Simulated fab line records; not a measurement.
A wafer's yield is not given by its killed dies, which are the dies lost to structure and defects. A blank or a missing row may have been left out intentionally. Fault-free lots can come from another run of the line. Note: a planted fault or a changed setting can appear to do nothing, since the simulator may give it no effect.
Problem report, 8D (eight disciplines) form, completed by code	flow nand_harc	the parts of the form that need people (team, actions taken, sign-off) are left out

1. PROBLEM STATEMENT
At NHARC_END_SORT_01, killed_dies averages 106 over 6 wafers from 2 lots, while fault-free wafers read 32, standard deviation 9. That puts it +8.3 standard deviations away from the usual mean.
Seen first at day 22 22:19 on prober-02, wafer L248.2. Wafers with a number at this step in the record: 15, from 5 lots. Rule for "out", or "out of limits": more than 4 standard deviations from the usual mean. Any other wafer with a number is counted as sound.

2. WHAT IT IS; WHAT IT IS NOT
question	is	is not
which readings at this step	killed_dies, killed_at_array	killed_at_other, killed_at_periphery
which lots	L248, L249	L247, L256, L257
which wafers of those lots	all that have a number	-
read on which gauges	prober-02	prober-01
when	from day 22 22:19	up to then (0 sound wafers); but 9 sound wafers of L247, L256, L257 came after

3. THE SUSPECTS, EACH WITH WHAT RULES IT OUT
Counting: a tool stays on the suspect list if, at a process step up to the reading, it processed all lots that are out and no sound lot following the first of them.
- the gauge at NHARC_END_SORT_01: kept. All the wafers that are out were read on prober-02, and no step on other tools shows them out.
- wet_bench-06 at NHARC_A_CONTACT_STRIP_83 (strips in post etch residue remover, time 600 s): kept. It ran every lot that is out, first L248 (day 19 23:13), and no sound lot after that.
What counting leaves: wet_bench-06 at NHARC_A_CONTACT_STRIP_83 and prober-02 at NHARC_END_SORT_01.

4. THE CAUSE (what the simulator had put in)
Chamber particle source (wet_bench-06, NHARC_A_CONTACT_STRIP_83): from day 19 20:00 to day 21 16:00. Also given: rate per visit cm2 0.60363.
This tool is one of the 2 suspects left after counting.

5. THE CHAIN OF EFFECTS, in route order
Each row: a reading where the mean over the struck wafers with a number is more than 3 standard deviations away from the usual. Only readings whose record carries a usual standard deviation are examined. hours: median over the lots of the time between each lot's start at the first step of this table that gives one and its start at this step. sigmas: the change, counted in usual standard deviations.
hours	step	reading	usual	on struck wafers	change	sigmas
0	NHARC_END_SORT_01	killed_at_array	28	103	+75	+8.3
0	NHARC_END_SORT_01	killed_dies	32	106	+74	+8.3

6. WHAT WOULD HAVE CAUGHT IT SOONER
Counted from the fault's start at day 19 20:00, it took 74 hours until the first out-of-limits reading at a measuring or inspecting step in this record, taken at day 22 22:19.
Lots out: 2; all had begun NHARC_A_CONTACT_STRIP_83 on wet_bench-06 by day 22 22:19. None of them would have been spared by holding the tool at that moment.
